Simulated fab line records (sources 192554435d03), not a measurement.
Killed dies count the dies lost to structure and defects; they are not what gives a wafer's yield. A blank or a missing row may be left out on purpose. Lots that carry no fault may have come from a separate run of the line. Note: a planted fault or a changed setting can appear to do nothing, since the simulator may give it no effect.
fab line records    flow n5Finfet
[record] lots = 10  wafers = 27  lastDay = 18
route steps=1938 shown BEOL_M2@843 BEOL_M4@1111 PASSIVATION@1936
lots that met no fault: from a run of the same line without faults
startH: hours from the record's first day to the start of the lot's first wafer shown    waitH: hours elapsed since this lot's preceding step    " as in the row above    L1.1+2: one row covering several wafers at once    - no value, or no start given    * or withheld: withheld    < > ~ a bound
route shown NAME@n: a module of which the file shows steps, and the number in the route of the first    usual: average and standard deviation across the fault-free wafers    same: alike in all rows    chamber/n: place in a boat    sites: the reading at each site    _std_site: the standard deviation of these    _edge_site: the outer-site mean with the inner-site mean subtracted    radiusMm: how far each site lies from the wafer's centre    mask NAME#n: copy n    behind: the last tool/chamber to shape the wafer    hold: why the lot was held/for how many hours/how that ended    device: the transistor (n, p or np) that didn't switch    end of line: the route-end tests of the same wafers    step lacking rows: just its recipe    killed: dies that structure and defects cost at the first sort, which is not the same as the wafer's yield    map: the dies of a wafer, with x for killed, . for not killed, _ for no die there
set.NAME: the run value of the setting; set.NAME@STEP: its run value at that earlier step    model.NAME: the simulator's own value behind a step, which no gauge read
the route's steps for a sample of lots (tables are steps, rows are wafers)
services: from which hour (startH, from the record's first day; less than 0 if before it) a tool's chamber was out of use, for how many hours, and why
[[steps]]
[step N5_BEOL_M2_PECVD_72]
[recipe] material = SiO2  targetThkA = 160  tempC = 400  precursor = TEOS/O2  pressureTorr = 5.5  rfW = 450  teosFlowSccm = 53.8  gas = O2  flowSccm = 3000  timeS = 18
[usual] heaterPowerW = 789/120  showerheadPlenumPTorr = 8.79/0.066  throttleValvePct = 22.9/1.2
lot.wafer  tool      chamber  startH  waitH  heaterPowerW  showerheadPlenumPTorr  throttleValvePct
L923.2     pecvd-03  2        131.26  0.0    661           8.76                   21.9
L923.4     "         0        "       "      668           8.78                   23.0
L923.6     "         2        "       "      685           8.72                   21.7
L924.1     pecvd-04  1        142.05  0.0    926           8.83                   25.1
L924.4     "         0        "       "      797           8.80                   23.0
L924.6     "         2        "       "      892           8.74                   22.7
L929.2     pecvd-04  1        164.15  0.0    979           8.84                   24.9
L929.6     "         1        "       "      936           8.81                   25.0
L932.4     pecvd-04  2        194.82  0.1    781           8.74                   22.8
L932.6     "         0        "       "      893           8.79                   23.0
L933.1     pecvd-04  0        196.81  0.0    818           8.79                   23.1
L933.4     "         0        "       "      834           8.82                   23.4
L935.1     pecvd-02  1        208.74  0.0    688           8.92                   22.8
L935.3     "         2        "       "      648           8.67                   21.4
L935.5     "         1        "       "      693           8.92                   22.5
L936.1     pecvd-02  1        215.23  0.0    650           8.91                   22.5
L936.3     "         0        "       "      714           8.77                   22.1
L936.6     "         0        "       "      694           8.77                   22.1
L944.1     pecvd-04  2        267.23  0.0    783           8.73                   21.4
L944.4     "         1        "       "      938           8.83                   24.8
L944.5     "         2        "       "      766           8.75                   21.5
L945.1     pecvd-04  0        271.85  0.0    880           8.79                   23.6
L945.2     "         1        "       "      949           8.84                   24.9
L945.5     "         1        "       "      962           8.84                   25.1
L946.2     pecvd-04  2        272.11  0.0    853           8.76                   21.4
L946.3     "         0        "       "      858           8.80                   23.4
L946.5     "         0        "       "      891           8.79                   23.5
[step N5_BEOL_M2_SPUTTER_86]
[recipe] material = Cu  targetThkA = 45  tempC = -20  chamberPressurePa = 0.07  powerW = withheld  timeS = 8.29
[usual] chamberPressurePa = 0.06999/0.00014  throttleValvePct = 30.2/0.93
lot.wafer  tool           chamber  startH  waitH  chamberPressurePa  throttleValvePct
L923.2     pvdSputter-02  -        136.37  0.1    0.06982            28.6
L923.4     "              -        "       "      0.06979            28.1
L923.6     "              -        "       "      0.07005            30.4
L924.1     pvdSputter-02  -        148.32  0.1    0.06999            30.4
L924.4     "              -        "       "      0.07002            30.9
L924.6     "              -        "       "      0.06984            30.6
L929.2     pvdSputter-03  -        187.86  0.1    0.07009            30.8
L929.6     "              -        "       "      0.07014            30.1
L932.4     pvdSputter-01  -        208.34  0.1    0.07001            32.0
L932.6     "              -        "       "      0.07002            31.8
L933.1     pvdSputter-03  -        209.20  0.1    0.06986            30.8
L933.4     "              -        "       "      0.06966            30.2
L935.1     pvdSputter-01  -        217.64  0.1    0.07019            31.9
L935.3     "              -        "       "      0.06983            29.8
L935.5     "              -        "       "      0.07               29.9
L936.1     pvdSputter-01  -        221.31  0.1    0.06983            29.7
L936.3     "              -        "       "      0.07003            29.8
L936.6     "              -        "       "      0.06979            29.8
L944.1     pvdSputter-03  -        277.44  0.1    0.06978            30.1
L944.4     "              -        "       "      0.06995            30.8
L944.5     "              -        "       "      0.07021            30.8
L945.1     pvdSputter-03  -        279.28  0.1    0.06992            30.7
L945.2     "              -        "       "      0.06983            29.9
L945.5     "              -        "       "      0.06995            30.0
L946.2     pvdSputter-03  -        281.52  0.1    0.07               30.1
L946.3     "              -        "       "      0.06994            30.2
L946.5     "              -        "       "      0.06999            30.8
[step N5_BEOL_M2_ANNEAL_91]
[recipe] tempC = 400  timeS = 240  ambient = vacuum
[usual] heaterPowerW = 848/70
lot.wafer  tool           chamber  startH  waitH  heaterPowerW
L923.2     pvdSputter-02  -        136.89  0.0    851
L923.4     "              -        "       "      973
L923.6     "              -        "       "      903
L924.1     pvdSputter-02  -        148.84  0.0    910
L924.4     "              -        "       "      747
L924.6     "              -        "       "      914
L929.2     pvdSputter-03  -        188.38  0.0    921
L929.6     "              -        "       "      864
L932.4     pvdSputter-01  -        208.86  0.0    886
L932.6     "              -        "       "      902
L933.1     pvdSputter-03  -        209.72  0.0    929
L933.4     "              -        "       "      832
L935.1     pvdSputter-01  -        218.16  0.0    880
L935.3     "              -        "       "      906
L935.5     "              -        "       "      787
L936.1     pvdSputter-01  -        221.83  0.0    777
L936.3     "              -        "       "      912
L936.6     "              -        "       "      802
L944.1     pvdSputter-03  -        277.96  0.0    814
L944.4     "              -        "       "      913
L944.5     "              -        "       "      920
L945.1     pvdSputter-03  -        279.80  0.0    908
L945.2     "              -        "       "      851
L945.5     "              -        "       "      860
L946.2     pvdSputter-03  -        282.04  0.0    828
L946.3     "              -        "       "      828
L946.5     "              -        "       "      926
[step N5_BEOL_M2_ANNEAL_95]
[recipe] tempC = 400  timeS = 240  ambient = vacuum
[usual] heaterPowerW = 848/68
lot.wafer  tool           chamber  startH  waitH  heaterPowerW
L923.2     pvdSputter-02  -        137.33  0.0    861
L923.4     "              -        "       "      971
L923.6     "              -        "       "      907
L924.1     pvdSputter-02  -        149.28  0.0    911
L924.4     "              -        "       "      768
L924.6     "              -        "       "      909
L929.2     pvdSputter-03  -        188.82  0.0    908
L929.6     "              -        "       "      837
L932.4     pvdSputter-01  -        209.30  0.0    895
L932.6     "              -        "       "      893
L933.1     pvdSputter-03  -        210.16  0.0    922
L933.4     "              -        "       "      856
L935.1     pvdSputter-01  -        218.60  0.0    884
L935.3     "              -        "       "      871
L935.5     "              -        "       "      801
L936.1     pvdSputter-01  -        222.27  0.0    775
L936.3     "              -        "       "      901
L936.6     "              -        "       "      801
L944.1     pvdSputter-03  -        278.40  0.0    824
L944.4     "              -        "       "      913
L944.5     "              -        "       "      911
L945.1     pvdSputter-03  -        280.24  0.0    924
L945.2     "              -        "       "      860
L945.5     "              -        "       "      857
L946.2     pvdSputter-03  -        282.48  0.0    853
L946.3     "              -        "       "      818
L946.5     "              -        "       "      921
[step N5_BEOL_M2_CMP_52]
[recipe] stopOn = SiOC  tOverpolishS = 6.8  downForcePsi = 1  platenRpm = 50  clearingPlatenDownForcePsi = 1.5  clearingPlatenRpm = 50  postCmpClean = cuAlkaline  targetThkNm = 40  clearingPlatenPadVelocityMS = 0.99484  padVelocityMS = 0.99484
[usual] barrierFieldEndpointS = 24.5/0.72  motorCurrentA = 5.9/0.69
lot.wafer  tool    chamber  startH  waitH  barrierFieldEndpointS  motorCurrentA
L923.4     cmp-01  1        137.96  0.1    25.8                   6.2
L923.2     "       0        "       "      24.7                   5.2
L923.6     "       2        "       "      25.1                   7.3
L924.1     cmp-02  1        149.93  0.3    23.8                   5.2
L924.4     "       0        "       "      23.6                   5.9
L924.6     "       1        "       "      24.7                   5.0
L929.2     cmp-01  1        189.49  0.2    13.4                   6.4
L929.6     "       0        "       "      24.8                   5.2
L932.4     cmp-03  1        210.05  0.2    13.0                   5.6
L932.6     "       3        "       "      23.6                   5.5
L933.4     cmp-02  2        210.87  0.2    13.1                   5.6
L933.1     "       3        "       "      24.8                   5.3
L935.3     cmp-01  0        219.66  0.6    23.6                   5.3
L935.1     "       2        "       "      24.5                   6.9
L935.5     "       1        "       "      24.1                   6.5
L936.3     cmp-03  1        222.90  0.2    24.0                   5.5
L936.1     "       3        "       "      23.7                   5.6
L936.6     "       1        "       "      24.8                   5.3
L944.4     cmp-02  0        279.03  0.1    25.6                   5.9
L944.1     "       2        "       "      25.0                   5.2
L944.5     "       0        "       "      25.0                   6.1
L945.1     cmp-02  0        280.89  0.3    24.5                   5.8
L945.2     "       2        "       "      25.0                   5.5
L945.5     "       0        "       "      25.1                   6.1
L946.2     cmp-01  2        283.15  0.2    24.2                   7.2
L946.3     "       0        "       "      23.9                   5.5
L946.5     "       1        "       "      23.2                   6.2
[step N5_BEOL_M4_RC_MEAS_101]
[usual] DIBL_N = 36.0/1.8  DIBL_P = 36.3/2.4  IOFF_N = 0.16/0.035  IOFF_P = 0.21/0.036  ION_N = 673/13  ION_P = 461/7.2  SS_N = 71.4/0.6  SS_P = 73.2/0.7  VT_N = 250/4  VT_P = -250.9/2.9
lot.wafer  tool       chamber  startH  waitH  DIBL_N[mV/V]  DIBL_P[mV/V]  IOFF_N[nA/um]  IOFF_P[nA/um]  ION_N[uA/um]  ION_P[uA/um]  SS_N[mV/dec]  SS_P[mV/dec]  VT_N[mV]  VT_P[mV]
L923.2     prober-01  0        159.93  0.2    40.9          41.0          0.27           0.32           695           472           72.0          74.4          240       -242.9
L923.4     "          0        "       "      39.8          39.5          0.23           0.29           695           474           72.1          74.1          245       -243.5
L923.6     "          0        "       "      36.5          35.0          0.16           0.23           669           465           71.2          72.4          252       -247.3
L924.1     prober-02  0        188.25  0.0    36.7          38.2          0.19           0.25           675           465           72.5          73.7          248       -248.4
L924.4     "          0        "       "      34.7          33.9          0.14           0.17           666           457           72.2          72.5          250       -252.9
L924.6     "          0        "       "      39.2          41.4          0.25           0.32           693           473           72.8          74.6          242       -245.7
L929.2     prober-01  0        215.20  0.2    35.3          37.0          0.15           0.20           675           464           71.0          73.5          249       -252.4
L929.6     "          0        "       "      32.9          34.1          0.11           0.16           668           465           71.0          72.7          255       -253.0
L932.4     prober-01  0        242.86  0.5    36.3          36.1          0.17           0.20           683           464           71.6          73.7          247       -252.8
L932.6     "          0        "       "      39.2          39.5          0.24           0.26           691           459           72.2          74.0          244       -249.3
L933.1     prober-02  0        244.00  0.0    39.6          41.2          0.25           0.28           696           471           72.2          74.6          244       -248.5
L933.4     "          0        "       "      34.5          34.6          0.15           0.18           671           456           70.8          72.5          248       -252.5
L935.1     prober-01  0        248.08  0.0    35.0          33.1          0.12           0.16           660           450           70.9          73.1          254       -254.4
L935.3     "          0        "       "      38.4          38.1          0.20           0.23           671           455           72.2          73.1          248       -248.3
L935.5     "          0        "       "      38.7          39.4          0.20           0.25           673           459           71.8          74.1          248       -248.3
L936.1     prober-01  0        250.12  0.0    35.5          34.8          0.15           0.20           685           470           71.1          72.8          250       -249.7
L936.3     "          0        "       "      33.3          33.1          0.12           0.18           669           456           70.8          72.4          252       -249.3
L936.6     "          0        "       "      35.3          34.6          0.15           0.19           677           462           70.9          72.5          251       -251.7
L944.1     prober-01  0        316.37  0.0    36.3          34.9          0.15           0.20           679           465           71.5          73.1          246       -251.2
L944.4     "          0        "       "      36.6          36.3          0.15           0.22           671           459           70.9          73.6          249       -251.9
L944.5     "          0        "       "      35.2          33.6          0.13           0.17           661           450           71.0          71.9          250       -253.3
L946.2     prober-01  0        318.44  0.2    37.2          37.1          0.16           0.21           673           457           71.4          73.4          250       -252.4
L946.3     "          0        "       "      37.9          36.6          0.16           0.21           681           461           72.1          74.0          250       -252.9
L946.5     "          0        "       "      39.3          38.0          0.20           0.25           687           464           72.2          73.7          247       -246.7
L945.1     prober-02  0        319.72  0.0    37.5          39.3          0.18           0.24           691           475           71.0          73.8          246       -246.5
L945.2     "          0        "       "      37.7          39.7          0.18           0.25           680           471           72.0          74.1          247       -247.2
L945.5     "          0        "       "      36.6          38.0          0.16           0.23           685           474           71.1          73.4          246       -248.1
[step N5_PASSIVATION_PROBE_49]
[usual] defectLimitedYield = 91.2/1.4  killed_at_M0_to_M3 = 35/11  killed_at_M4_up = 14/5.6  killedAtContacts = 12/5.6  killedAtFrontEnd = 38/11  killedAtOther = 4/3.4  killedDies = 103/17  killedOpen = 68/12  killedShort = 33/8.8  sort_bin_4_leakage = 0.00/0.007  sort_bin_5_function = 5.1/0.89  sort_bin_6_memory = 3.3/0.71  sortNPass = 1077/17  sortYieldPct = 91.2/1.4
[same] grossDies = 1180  killedAtBackSide = 0  sort_bin_8_speed[%] = 0
lot.wafer  tool       chamber  startH  waitH  defectLimitedYield[%]  killed_at_M0_to_M3  killed_at_M4_up  killedAtContacts  killedAtFrontEnd  killedAtOther  killedDies  killedOpen  killedShort  sort_bin_4_leakage[%]  sort_bin_5_function[%]  sort_bin_6_memory[%]  sortNPass  sortYieldPct[%]
L933.1     prober-01  -        352.61  0.0    94.2                   32                  5                8                 23                1              69          40          27           0                      3.8                     1.9                   1111       94.2
// killed by level:class
L933.1 BEOL_M0_SAQP:geometricParticle:short=12 DUMMY_GATE:geometricParticle:open=7 MOL_CONTACT_COAG:geometricParticle:open=5 BEOL_M1:geometricParticle:open=5 ILD0:geometricParticle:open=4 BEOL_M0_SAQP:geometricParticle:open=4 FIN_SAQP:geometricParticle:short=3 MOL_CONTACT_COAG:geometricParticle:short=3
[[services]]
tool           chamber  startH  hours  kind
pecvd-03       -        116.11  6.0    pm
cmp-02         -        127.72  4.6    pm
cmp-01         -        132.22  4.6    pm
cmp-02         -        136.03  4.0    pm
cmp-02         -        140.03  -      consumableReplace:conditioner
cmp-02         -        140.03  -      consumableReplace:pad
pvdSputter-02  -        162.27  23.5   repair
pecvd-03       2        170.54  5.2    repair
cmp-01         -        178.17  4.0    pm
cmp-01         -        182.17  -      consumableReplace:conditioner
cmp-01         -        183.39  0.2    repair
pecvd-04       2        202.38  -      clean
pecvd-04       2        202.38  -      consumableReplace:showerhead
pecvd-04       2        202.38  29.0   scheduledDown
pecvd-04       2        202.38  29.0   ventCycle
pecvd-02       2        212.62  8.6    repair
cmp-01         -        240.40  0.8    repair
cmp-03         -        240.84  7.0    pm
pecvd-03       1        241.93  22.3   repair
cmp-01         -        262.66  2.6    repair
cmp-01         -        269.90  1.7    repair
pecvd-02       0        279.07  4.1    repair
cmp-03         -        279.49  4.0    pm
pecvd-04       1        280.59  5.5    scheduledDown
[[key]]
[firstSign] step = N5_BEOL_M2_CMP_52  reading = barrierFieldEndpointS  direction = down  sigmas = 16  usual = 24.5  struck = 13.2
effect none on later readings
metAt N5_BEOL_M2_PECVD_72
struckLots L929,L932,L933
struckWafers L929.2,L932.4,L933.4
notActingAt N5_BEOL_M2_SPUTTER_86,N5_BEOL_M2_ANNEAL_91,N5_BEOL_M2_ANNEAL_95
onsetBetween 142.05 164.15
[fault] kind = processParameterDrift  tool = pecvd-04  chamber = -  onsetH = 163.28  steps = N5_BEOL_M2_PECVD_72  channel = timeS  offset = *  shape = step  endH = 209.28  scope = struckWafersOnly  actsIn = *  stated = *
